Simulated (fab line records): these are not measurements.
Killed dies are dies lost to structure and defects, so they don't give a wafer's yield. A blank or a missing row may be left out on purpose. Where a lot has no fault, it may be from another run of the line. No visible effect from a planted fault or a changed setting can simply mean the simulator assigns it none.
The tool behind it: which one? / flow n5 finfet / 11 lots, 33 wafers sampled, at 5 steps of a route of 1938

## WHAT THE GAUGES READ, wafer by wafer
N5_BEOL_M4_RC_MEAS_101.
lot=L197; measured=day 7 22:47; on=prober-01; DIBL_N (mV/V)=35.4 32.2 35.9; DIBL_P (mV/V)=36.4 32.9 37.2; IOFF_N (nA/um)=0.15 0.11 0.16; IOFF_P (nA/um)=0.18 0.16 0.20; ION_N (uA/um)=667 653 682; ION_P (uA/um)=451 451 467; SS_N (mV/dec)=71.5 70.5 71.4; SS_P (mV/dec)=73.3 72.3 73.0; VT_N (mV)=253 252 250; VT_P (mV)=-254 -254 -254
lot=L198; measured=day 8 14:56; on=prober-02; DIBL_N (mV/V)=39.5 36.4 35.5; DIBL_P (mV/V)=41.7 37.2 36.5; IOFF_N (nA/um)=0.27 0.17 0.18; IOFF_P (nA/um)=0.31 0.23 0.23; ION_N (uA/um)=692 671 690; ION_P (uA/um)=472 465 472; SS_N (mV/dec)=72.5 72.1 71.3; SS_P (mV/dec)=74.9 73.7 74.1; VT_N (mV)=240 247 243; VT_P (mV)=-245 -248 -249
lot=L199; measured=day 8 15:19; on=prober-01; DIBL_N (mV/V)=36.9 33.8 35.2; DIBL_P (mV/V)=36.9 32.7 33.2; IOFF_N (nA/um)=0.17 0.12 0.14; IOFF_P (nA/um)=0.21 0.16 0.17; ION_N (uA/um)=670 657 665; ION_P (uA/um)=456 446 455; SS_N (mV/dec)=71.9 71.5 71.5; SS_P (mV/dec)=72.8 71.5 73.1; VT_N (mV)=250 254 251; VT_P (mV)=-249 -253 -254
lot=L202; measured=day 8 23:23; on=prober-02; DIBL_N (mV/V)=37.6 40.0 34.1; DIBL_P (mV/V)=35.2 40.5 33.2; IOFF_N (nA/um)=0.16 0.24 0.12; IOFF_P (nA/um)=0.20 0.31 0.17; ION_N (uA/um)=657 689 648; ION_P (uA/um)=450 466 447; SS_N (mV/dec)=72.0 72.2 70.2; SS_P (mV/dec)=73.0 74.5 72.8; VT_N (mV)=254 243 254; VT_P (mV)=-249 -243 -254
lot=L205; measured=day 10 06:10; on=prober-01; DIBL_N (mV/V)=31.1 34.7 34.7; DIBL_P (mV/V)=29.3 32.3 32.0; IOFF_N (nA/um)=0.08 0.11 0.12; IOFF_P (nA/um)=0.12 0.15 0.14; ION_N (uA/um)=650 642 655; ION_P (uA/um)=452 444 444; SS_N (mV/dec)=69.3 71.4 70.7; SS_P (mV/dec)=70.9 72.0 71.4; VT_N (mV)=257 256 253; VT_P (mV)=-257 -253 -253
lot=L210; measured=day 11 03:08; on=prober-02; DIBL_N (mV/V)=37.2 36.7 33.2; DIBL_P (mV/V)=37.0 37.9 33.6; IOFF_N (nA/um)=0.18 0.17 0.12; IOFF_P (nA/um)=0.18 0.22 0.15; ION_N (uA/um)=670 678 664; ION_P (uA/um)=450 458 462; SS_N (mV/dec)=71.4 71.9 70.7; SS_P (mV/dec)=72.8 74.4 72.6; VT_N (mV)=248 247 253; VT_P (mV)=-253 -252 -255
lot=L214; measured=day 12 10:28; on=prober-02; DIBL_N (mV/V)=39.7 38.5 34.5; DIBL_P (mV/V)=41.2 39.9 35.4; IOFF_N (nA/um)=0.27 0.25 0.15; IOFF_P (nA/um)=0.32 0.29 0.23; ION_N (uA/um)=703 690 681; ION_P (uA/um)=470 471 467; SS_N (mV/dec)=73.1 72.2 71.6; SS_P (mV/dec)=74.6 75.1 73.0; VT_N (mV)=241 244 248; VT_P (mV)=-245 -245 -249
lot=L215; measured=day 12 16:28; on=prober-01; DIBL_N (mV/V)=36.5 38.0 37.2; DIBL_P (mV/V)=36.7 36.8 38.1; IOFF_N (nA/um)=0.16 0.18 0.17; IOFF_P (nA/um)=0.22 0.21 0.25; ION_N (uA/um)=681 690 676; ION_P (uA/um)=465 461 468; SS_N (mV/dec)=70.9 71.8 72.1; SS_P (mV/dec)=73.4 73.0 73.2; VT_N (mV)=250 250 250; VT_P (mV)=-249 -252 -249
lot=L216; measured=day 12 19:54; on=prober-01; DIBL_N (mV/V)=34.3 35.8 37.4; DIBL_P (mV/V)=34.8 37.5 40.5; IOFF_N (nA/um)=0.13 0.15 0.21; IOFF_P (nA/um)=0.19 0.22 0.29; ION_N (uA/um)=667 654 692; ION_P (uA/um)=460 457 473; SS_N (mV/dec)=71.5 71.7 72.7; SS_P (mV/dec)=73.0 73.7 74.5; VT_N (mV)=253 251 243; VT_P (mV)=-252 -249 -244
lot=L217; measured=day 13 03:22; on=prober-01; DIBL_N (mV/V)=35.8 38.1 35.3; DIBL_P (mV/V)=35.4 37.6 34.9; IOFF_N (nA/um)=0.17 0.18 0.15; IOFF_P (nA/um)=0.22 0.23 0.22; ION_N (uA/um)=684 678 655; ION_P (uA/um)=471 467 456; SS_N (mV/dec)=71.1 72.0 71.4; SS_P (mV/dec)=73.1 73.7 73.0; VT_N (mV)=249 250 251; VT_P (mV)=-247 -249 -249
lot=L219; measured=day 13 12:32; on=prober-01; DIBL_N (mV/V)=35.2 39.7 33.6; DIBL_P (mV/V)=33.5 39.0 33.2; IOFF_N (nA/um)=0.12 0.20 0.11; IOFF_P (nA/um)=0.16 0.25 0.16; ION_N (uA/um)=668 673 664; ION_P (uA/um)=458 457 462; SS_N (mV/dec)=71.1 73.0 70.8; SS_P (mV/dec)=73.0 74.5 72.2; VT_N (mV)=254 249 253; VT_P (mV)=-252 -250 -254

## TOOL THAT RAN EACH LOT (tool first, then ch and the chambers of the sampled wafers, then the start)
lot=L197; N5_BEOL_M2_PRE_CLEAN_45=pvd sputter-02, day 7 02:48; N5_BEOL_M2_SURFACE_TREAT_85=pvd sputter-02, day 7 03:17; N5_BEOL_M2_ANNEAL_87=pvd sputter-02, day 7 04:16; N5_BEOL_M2_ANNEAL_89=pvd sputter-02, day 7 04:29
lot=L198; N5_BEOL_M2_PRE_CLEAN_45=pvd sputter-02, day 7 03:22; N5_BEOL_M2_SURFACE_TREAT_85=pvd sputter-01, day 7 04:19; N5_BEOL_M2_ANNEAL_87=pvd sputter-03, day 7 05:19; N5_BEOL_M2_ANNEAL_89=pvd sputter-03, day 7 05:32
lot=L199; N5_BEOL_M2_PRE_CLEAN_45=pvd sputter-01, day 7 06:04; N5_BEOL_M2_SURFACE_TREAT_85=pvd sputter-03, day 7 06:52; N5_BEOL_M2_ANNEAL_87=pvd sputter-01, day 7 08:49; N5_BEOL_M2_ANNEAL_89=pvd sputter-01, day 7 09:02
lot=L202; N5_BEOL_M2_PRE_CLEAN_45=pvd sputter-03, day 7 20:04; N5_BEOL_M2_SURFACE_TREAT_85=pvd sputter-03, day 7 20:35; N5_BEOL_M2_ANNEAL_87=pvd sputter-03, day 7 22:03; N5_BEOL_M2_ANNEAL_89=pvd sputter-03, day 7 22:16
lot=L205; N5_BEOL_M2_PRE_CLEAN_45=pvd sputter-03, day 9 09:22; N5_BEOL_M2_SURFACE_TREAT_85=pvd sputter-01, day 9 09:40; N5_BEOL_M2_ANNEAL_87=pvd sputter-03, day 9 10:41; N5_BEOL_M2_ANNEAL_89=pvd sputter-03, day 9 10:54
lot=L210; N5_BEOL_M2_PRE_CLEAN_45=pvd sputter-01, day 9 21:46; N5_BEOL_M2_SURFACE_TREAT_85=pvd sputter-03, day 9 22:04; N5_BEOL_M2_ANNEAL_87=pvd sputter-03, day 9 23:02; N5_BEOL_M2_ANNEAL_89=pvd sputter-03, day 9 23:15
lot=L214; N5_BEOL_M2_PRE_CLEAN_45=pvd sputter-03, day 11 07:35; N5_BEOL_M2_SURFACE_TREAT_85=pvd sputter-03, day 11 07:52; N5_BEOL_M2_ANNEAL_87=pvd sputter-03, day 11 08:51; N5_BEOL_M2_ANNEAL_89=pvd sputter-03, day 11 09:04
lot=L215; N5_BEOL_M2_PRE_CLEAN_45=pvd sputter-01, day 11 19:11; N5_BEOL_M2_SURFACE_TREAT_85=pvd sputter-03, day 11 19:33; N5_BEOL_M2_ANNEAL_87=pvd sputter-01, day 11 20:39; N5_BEOL_M2_ANNEAL_89=pvd sputter-01, day 11 20:52
lot=L216; N5_BEOL_M2_PRE_CLEAN_45=pvd sputter-01, day 11 19:21; N5_BEOL_M2_SURFACE_TREAT_85=pvd sputter-01, day 11 19:43; N5_BEOL_M2_ANNEAL_87=pvd sputter-01, day 11 22:29; N5_BEOL_M2_ANNEAL_89=pvd sputter-01, day 11 22:43
lot=L217; N5_BEOL_M2_PRE_CLEAN_45=pvd sputter-03, day 12 01:43; N5_BEOL_M2_SURFACE_TREAT_85=pvd sputter-02, day 12 02:03; N5_BEOL_M2_ANNEAL_87=pvd sputter-03, day 12 03:08; N5_BEOL_M2_ANNEAL_89=pvd sputter-03, day 12 03:22
lot=L219; N5_BEOL_M2_PRE_CLEAN_45=pvd sputter-01, day 12 06:11; N5_BEOL_M2_SURFACE_TREAT_85=pvd sputter-02, day 12 06:41; N5_BEOL_M2_ANNEAL_87=pvd sputter-02, day 12 07:55; N5_BEOL_M2_ANNEAL_89=pvd sputter-02, day 12 08:08
- N5_BEOL_M2_PRE_CLEAN_45: time 30 s.
- N5_BEOL_M2_SURFACE_TREAT_85
- N5_BEOL_M2_ANNEAL_87: time 240 s.
- N5_BEOL_M2_ANNEAL_89: time 240 s.

## AS READ BY THE TOOLS THEMSELVES (means over the sampled wafers that have a number; for cases with no such wafer, the mark the record gives instead)
N5_BEOL_M2_PRE_CLEAN_45.
lot=L197; tool=pvd sputter-02; heater power w (W)=340
lot=L198; tool=pvd sputter-02; heater power w (W)=325
lot=L199; tool=pvd sputter-01; heater power w (W)=337
lot=L202; tool=pvd sputter-03; heater power w (W)=348
lot=L205; tool=pvd sputter-03; heater power w (W)=318
lot=L210; tool=pvd sputter-01; heater power w (W)=332
lot=L214; tool=pvd sputter-03; heater power w (W)=329
lot=L215; tool=pvd sputter-01; heater power w (W)=329
lot=L216; tool=pvd sputter-01; heater power w (W)=332
lot=L217; tool=pvd sputter-03; heater power w (W)=324
lot=L219; tool=pvd sputter-01; heater power w (W)=322

N5_BEOL_M2_ANNEAL_87.
lot=L197; tool=pvd sputter-02; heater power w (W)=812; susceptor temp C (C)=399.95
lot=L198; tool=pvd sputter-03; heater power w (W)=874; susceptor temp C (C)=400.01
lot=L199; tool=pvd sputter-01; heater power w (W)=825; susceptor temp C (C)=400.04
lot=L202; tool=pvd sputter-03; heater power w (W)=858; susceptor temp C (C)=400.02
lot=L205; tool=pvd sputter-03; heater power w (W)=817; susceptor temp C (C)=400.02
lot=L210; tool=pvd sputter-03; heater power w (W)=843; susceptor temp C (C)=400.14
lot=L214; tool=pvd sputter-03; heater power w (W)=829; susceptor temp C (C)=399.82
lot=L215; tool=pvd sputter-01; heater power w (W)=814; susceptor temp C (C)=400.02
lot=L216; tool=pvd sputter-01; heater power w (W)=812; susceptor temp C (C)=399.90
lot=L217; tool=pvd sputter-03; heater power w (W)=863; susceptor temp C (C)=399.87
lot=L219; tool=pvd sputter-02; heater power w (W)=855; susceptor temp C (C)=400.08

N5_BEOL_M2_ANNEAL_89.
lot=L197; tool=pvd sputter-02; heater power w (W)=815; susceptor temp C (C)=399.92
lot=L198; tool=pvd sputter-03; heater power w (W)=886; susceptor temp C (C)=400.04
lot=L199; tool=pvd sputter-01; heater power w (W)=821; susceptor temp C (C)=400.18
lot=L202; tool=pvd sputter-03; heater power w (W)=858; susceptor temp C (C)=399.93
lot=L205; tool=pvd sputter-03; heater power w (W)=818; susceptor temp C (C)=400.02
lot=L210; tool=pvd sputter-03; heater power w (W)=827; susceptor temp C (C)=399.88
lot=L214; tool=pvd sputter-03; heater power w (W)=844; susceptor temp C (C)=400.06
lot=L215; tool=pvd sputter-01; heater power w (W)=-; susceptor temp C (C)=-
lot=L216; tool=pvd sputter-01; heater power w (W)=-; susceptor temp C (C)=-
lot=L217; tool=pvd sputter-03; heater power w (W)=-; susceptor temp C (C)=-
lot=L219; tool=pvd sputter-02; heater power w (W)=856; susceptor temp C (C)=400.07

## THE ANSWER, worked out from the rows above alone
Rule: the lots themselves supply what counts as usual. Put in order of their means at a reading, lots are off if they are a third of the lots or fewer, leave a main group of 4 or more, and stand apart from it by a gap of 3 or more times the standard deviation of the main group's means; of several such gaps the widest counts. If all means in a main group match to the digits the tables above print for the reading, that group is not used. Also off: a lot with no number at a reading for which 4 or more lots have one. The other lots that the step has rows for count as sound. The gauges are gone through in route order, then the tools' own readings, and for those a lot's mean is taken as printed above. The first step at which some lot is off is used, and at that step the reading that is off furthest; a lot without a number counts as furthest.
Off: L215, L216, L217 (N5_BEOL_M2_ANNEAL_89, heater power w). Without a number there: L215, L216, L217. The main group: mean 841 W, standard deviation 23.
A tool fits if, at that step or a process step before it, it ran every lot that is off, and no sound lot after the first of them. Not one of the candidates tried fits.

## WHAT HAD BEEN PUT IN BY THE SIMULATOR
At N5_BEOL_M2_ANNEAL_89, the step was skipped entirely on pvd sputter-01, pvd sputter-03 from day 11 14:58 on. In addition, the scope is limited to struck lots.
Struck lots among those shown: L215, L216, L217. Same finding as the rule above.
